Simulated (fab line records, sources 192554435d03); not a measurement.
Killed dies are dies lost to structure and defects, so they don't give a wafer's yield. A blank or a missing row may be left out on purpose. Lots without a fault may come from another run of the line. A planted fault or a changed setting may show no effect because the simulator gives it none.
Split-lot experiment | flow n5_finfet | 7 lots, 21 wafers read, on a route of 1938 steps

THE SPLIT
At N5_BEOL_M4_COAT_61 (time 60 s, resist thk 60 nm), the setting spin_rpm was moved away from the recipe's 1500 rpm on 8 of the 21 wafers read, by -6.3% to +10.7%. The other wafers ran this setting at the recipe's value.

The reading is taken at the split's own step.

THE READING
SOC_of_BEOL_M4_COAT_61.thk_nm (the simulator's own value, which no gauge read), in nm, at N5_BEOL_M4_COAT_61 (time 60 s, resist thk 60 nm). The file gives no usual value for it. The 13 wafers here that ran the recipe average 59.9 nm, standard deviation 0.13 nm.

wafer  | tool, chamber at the split | spin_rpm as run, rpm | against the recipe | SOC_of_BEOL_M4_COAT_61.thk_nm, nm | against lot-mates on the recipe
L076.2 | litho_track-03, 0          | 1500                 | recipe             | 60                                | -
L076.4 | litho_track-03, 0          | 1500                 | recipe             | 60.2                              | -
L076.5 | litho_track-03, 0          | 1551                 | +3.4%              | 59                                | -1.1
L078.4 | litho_track-03, 0          | 1439                 | -4.1%              | 61.2                              | +1.4
L078.5 | litho_track-03, 0          | 1439                 | -4.1%              | 61.2                              | +1.4
L078.6 | litho_track-03, 0          | 1500                 | recipe             | 59.8                              | -
L080.2 | litho_track-01, 0          | 1603                 | +6.9%              | 58                                | -1.9
L080.3 | litho_track-01, 0          | 1500                 | recipe             | 60                                | -
L080.4 | litho_track-01, 0          | 1500                 | recipe             | 59.8                              | -
L088.1 | litho_track-01, 0          | 1500                 | recipe             | 59.8                              | -
L088.2 | litho_track-01, 0          | 1500                 | recipe             | 60                                | -
L088.4 | litho_track-01, 0          | 1500                 | recipe             | 60                                | -
L087.1 | litho_track-01, 0          | 1661                 | +10.7%             | 57                                | -3.0
L087.2 | litho_track-01, 0          | 1661                 | +10.7%             | 57                                | -3.0
L087.5 | litho_track-01, 0          | 1500                 | recipe             | 60                                | -
L089.1 | litho_track-01, 0          | 1500                 | recipe             | 59.8                              | -
L089.3 | litho_track-01, 0          | 1500                 | recipe             | 59.8                              | -
L089.4 | litho_track-01, 0          | 1500                 | recipe             | 59.8                              | -
L097.1 | litho_track-01, 0          | 1405                 | -6.3%              | 62                                | +2.2
L097.3 | litho_track-01, 0          | 1405                 | -6.3%              | 62                                | +2.2
L097.5 | litho_track-01, 0          | 1500                 | recipe             | 59.8                              | -

THE FIT
A straight line over all 21 wafers: SOC_of_BEOL_M4_COAT_61.thk_nm changes by -0.289 nm for each +1% of spin_rpm; r = -0.99; the points scatter about the line by 0.14 nm.
The same after taking each lot's own level away (the mean of its wafers on the recipe; 21 wafers): -0.301 nm for each +1%; r = -1.00; scatter 0.13 nm.
On that fit, the largest move of spin_rpm shifts the reading by 3.2 nm.
The lots' own levels span 59.80 to 60.10 nm, that is 2.4 times the standard deviation above.
So the lot-to-lot level changes the slope little: the two slopes agree.
Check: with one of the wafers moved furthest among these (+10.7%) left out of the fit, the line predicts -3.23 nm for it against its lot-mates. It came out at -3 nm against them.

OTHER SPLITS ON THESE WAFERS
These wafers also went through other splits before the reading. Each is held against what the fit with the lots' levels taken away leaves over:
other split on the same wafers | wafers away from the commonest value | r with SOC_of_BEOL_M4_COAT_61.thk_nm (lot level and that fit taken away)
N5_BEOL_M0_ETCH_138 source_w   | 7                                    | -0.28
N5_BEOL_M2_ILD_DEP_00 time_s   | 9                                    | +0.03
N5_BEOL_M2_DESCUM_16 time_s    | 8                                    | +0.15
N5_BEOL_M2_ETCH_74 source_w    | 6                                    | +0.12
N5_BEOL_M3_ILD_DEP_00 time_s   | 7                                    | -0.51
N5_BEOL_M3_EXPOSE_08 dose_mj   | 4                                    | +0.47
N5_BEOL_M3_VIA_ETCH_34 time_s  | 9                                    | +0.13

THE FILE'S OWN FIT
SOC_of_BEOL_M4_COAT_61.thk_nm changes by -0.298 nm for each +1% of spin_rpm, r = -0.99.
